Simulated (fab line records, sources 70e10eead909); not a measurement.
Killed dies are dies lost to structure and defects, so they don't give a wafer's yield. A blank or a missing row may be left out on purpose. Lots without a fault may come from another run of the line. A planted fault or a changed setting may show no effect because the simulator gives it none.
Tool commonality check | flow nand_harc | 2 lots, 6 wafers sampled

WHY IT WAS OPENED
At NHARC_END_SORT_01 the reading killed_at_periphery is flagged on 2 of 2 lots. Wafers without a fault read 3.5, standard deviation 2.2.
Rule: a lot is flagged when every wafer of it that has a number lies more than 4 standard deviations from that mean, or none has a number. The other lots count as sound.

lot  | measured     | on        | killed_at_periphery, wafer by wafer | flag
L925 | day 29 21:08 | prober-01 | 637 642 649                         | FLAGGED
L930 | day 31 16:10 | prober-01 | 586 595 590                         | FLAGGED
The numbers of the flagged lots are 616.5 on average: +613.0 against the usual, or +99 or more standard deviations.

WHICH TOOL RAN EACH LOT
The record holds 3 process steps before the reading, out of a route of 1302 steps. In each cell: the tool, then ch and the chambers that the sampled wafers went through, then the start.
lot  | flag    | NHARC_P_GATE_DEVELOP_45           | NHARC_THIN_TSV_ETCH_15 | NHARC_THIN_TSV_DEGAS_53
L925 | FLAGGED | litho_track-03 ch 0, day 11 15:00 | no row                 | no row
L930 | FLAGGED | litho_track-03 ch 0, day 12 21:00 | no row                 | no row
What these steps do:
- NHARC_P_GATE_DEVELOP_45: time 70 s.
- NHARC_THIN_TSV_ETCH_15: target depth 3000 nm, bosch target overetch cycles 2, bosch etch step 2.8 s.
- NHARC_THIN_TSV_DEGAS_53: time 60 s.
- NHARC_END_SORT_01

FLAGGED OVER TOTAL, TOOL BY TOOL (the gauges that took the reading come last)
step                    | tool           | lots run | flagged | share of the flagged lots | sound lots run after its first flagged lot
NHARC_P_GATE_DEVELOP_45 | litho_track-03 | 2        | 2       | all                       | 0
NHARC_END_SORT_01       | prober-01      | 2        | 2       | all                       | 0

WHAT THE TABLE ALLOWS
2 rows of the table ran every flagged lot: litho_track-03 at NHARC_P_GATE_DEVELOP_45, prober-01 at NHARC_END_SORT_01.
- litho_track-03 at NHARC_P_GATE_DEVELOP_45: 2 of its 2 lots flagged. It ran no sound lot before its first flagged lot in this sample, so the start can't be narrowed down.
- prober-01 at NHARC_END_SORT_01: 2 of its 2 lots flagged. It ran no sound lot before its first flagged lot in this sample, so the start can't be narrowed down.
Counting lots can't tell these 2 tools apart, because each fits a fault that began at some hour. More lots, or a look at what each step does to the wafer, might.

WHAT THE SIMULATOR HAD PUT IN
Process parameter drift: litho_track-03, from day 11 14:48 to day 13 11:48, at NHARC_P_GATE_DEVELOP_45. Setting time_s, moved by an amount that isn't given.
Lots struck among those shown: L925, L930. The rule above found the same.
